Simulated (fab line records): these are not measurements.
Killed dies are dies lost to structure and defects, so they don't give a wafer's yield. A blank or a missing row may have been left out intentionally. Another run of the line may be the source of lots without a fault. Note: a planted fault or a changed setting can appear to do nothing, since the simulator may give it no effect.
Struck lot and sound lot, side by side || flow n5-finfet || 22 steps out of a route of 1938
Sound: the wafers L554.3, L554.4, L554.5. Wafers L567.2, L567.4, L567.6 were the ones struck. At the end, the cause is stated.
Order at every step that has rows: each side's tool, ch and its chambers, its first start. Under that, the readings that differ: sound wafers || struck wafers || difference of the means || sigmas: that difference in standard deviations of wafers without a fault.
alike: readings with means less than 2 such deviations apart, plus words and numbers identical on both sides. not compared: withheld readings, readings lacking a value on some wafer, bounds such as >300 that could conceal the same value, and numbers that have no deviation in the record and whose values overlap.
Wherever a step has rows on one side only, a row that says differs or no value, or a row with sigmas, the two part there. When numbers do not overlap yet have no deviation, they are printed without sigmas and do not part them. A reading that every wafer of one side lacks parts them only if that side has two wafers or more.

N5_BEOL_M6_RS_MEAS_57: measurement is done with a four-point probe.
  sound on film-metro-02 at day 8 22:19; struck on film-metro-02 at day 11 10:48
  alike: M6_RS
N5_BEOL_M6_INSPECT_58: inspects for defects (darkfield).
  sound on defect-inspect-01 at day 8 22:20; struck on defect-inspect-02 at day 11 10:49
  alike: raw-defect-count
N5_BEOL_M7_ILD_DEP_00: deposits SiCOH lowk from DEMS/porogen, target thk 179.75 nm, time 33.4 s.
  sound on pecvd-01 ch 0,1,2, day 8 22:23; struck on pecvd-03 ch 0,1, day 11 10:52
  alike: heater-power-w, showerhead-plenum-p-Torr, showerhead-vpp-V, throttle-valve-pct
N5_BEOL_M7_CURE_74: cures SiCOH lowk, time 240 s.
  sound on uv-cure-01 ch 0, day 8 22:36; struck on uv-cure-02 ch 1, day 11 11:01
  alike: lamp-power-pct, wafer_temp_C_max
N5_BEOL_M7_THK_MEAS_01:
  sound on film-metro-01 at day 8 22:58; struck on film-metro-02 at day 11 11:26
  alike: M7_ILD_THK
N5_BEOL_M7_PECVD_70: deposits SiO2 from TEOS/O2, target thk 20 nm, time 22.7 s.
  sound on pecvd-03 ch 0,2, day 8 22:59; struck on pecvd-01 ch 0,2, day 11 11:29
{"reading": "showerhead-vpp-V (V)", "sound": "1278 1259 1254", "struck": "1434 1356 1426", "difference": "+142", "sigmas": "+2"}
  alike: heater-power-w, showerhead-plenum-p-Torr, throttle-valve-pct
N5_BEOL_M7_HM_DEP_02: deposits TiN, target thk 20 nm.
  sound on pvd-sputter-02 at day 8 23:40; struck on pvd-sputter-03 at day 11 11:47
  alike: throttle-valve-pct
then, 5 steps without rows for these wafers: N5_BEOL_M7_COAT_59 (time 60 s, resist thk 100 nm); N5_BEOL_M7_COAT_60 (time 60 s, resist thk 35 nm); N5_BEOL_M7_COAT_05 (resist thk 90 nm); N5_BEOL_M7_EBR_07; N5_BEOL_M7_SOFTBAKE_06 (time 60 s).
N5_BEOL_M7_EXPOSE_08: exposes mask M7.
  sound on arfi-scanner-02 ch 0, day 9 00:03; struck on arfi-scanner-02 ch 0, day 11 12:10
{"reading": "exposure-dose-mJ-cm2", "sound": "68.27 68.19 68.12", "struck": "69.15 69.13 69.23", "difference": "+0.98", "sigmas": "+15"}
  alike: mask, reticle-temp-C
then, 2 steps without rows for these wafers: N5_BEOL_M7_PEB_09 (peb time 60 s); N5_BEOL_M7_DEVELOP_10 (develop time 30 s).
N5_BEOL_M7_CD_MEAS_11: the cd target is 38.5 nm.
  sound on cd-sem-01 ch 0, day 9 00:10; struck on cd-sem-02 ch 0, day 11 12:17
  alike: cd-nm
N5_BEOL_M7_OVL_MEAS_12:
  sound on overlay-01 ch 0, day 9 00:12; struck on overlay-01 ch 0, day 11 12:19
  alike: M7_OVL
N5_BEOL_M7_INSPECT_13: inspects for defects (brightfield).
  sound on defect-inspect-01 at day 9 00:13; struck on defect-inspect-01 at day 11 12:20
  alike: raw-defect-count
N5_BEOL_M7_DESCUM_16: chemistry O2, time 7.9 s.
  sound on rie-diel-04 ch 0,1, day 9 00:15; struck on rie-diel-01 ch 0,3, day 11 12:53
  alike: drypump-motor-current-A, oes-product-au, rf-vpp-V, showerhead-plenum-p-Torr, throttle-valve-pct
  not compared: rf-hours-counter-h
then, 1 step without rows for these wafers: N5_BEOL_M7_ETCH_61 (etches SiARC in CF4, target depth 45.5 nm, time 75.8 s).
N5_BEOL_M7_ETCH_62: etches SOC in N2/H2, target depth 110 nm, overetch 22 nm, time 165 s.
  sound on rie-diel-04 ch 0,1, day 9 00:21; struck on rie-diel-01 ch 0,3, day 11 12:58
{"reading": "model.BEOL_M7.cd-offset-nm (nm)", "sound": "0.2 0 0.6", "struck": "1 1 1", "difference": "+1", "sigmas": ""}
  alike: bias-w, drypump-motor-current-A, oes-product-au, rf-vpp-V, showerhead-plenum-p-Torr, throttle-valve-pct
  not compared: rf-hours-counter-h
then, 1 step without rows for these wafers: N5_BEOL_M7_STRIP_68 (strips in N2/H2).

WHERE THEY PART
Earliest at N5_BEOL_M7_PECVD_70; latest, in this record, at N5_BEOL_M7_EXPOSE_08. Later steps at which nothing parts them and some readings are alike: N5_BEOL_M7_CD_MEAS_11, N5_BEOL_M7_OVL_MEAS_12, N5_BEOL_M7_INSPECT_13, N5_BEOL_M7_DESCUM_16, N5_BEOL_M7_ETCH_62.

WHY: the cause the simulator had injected
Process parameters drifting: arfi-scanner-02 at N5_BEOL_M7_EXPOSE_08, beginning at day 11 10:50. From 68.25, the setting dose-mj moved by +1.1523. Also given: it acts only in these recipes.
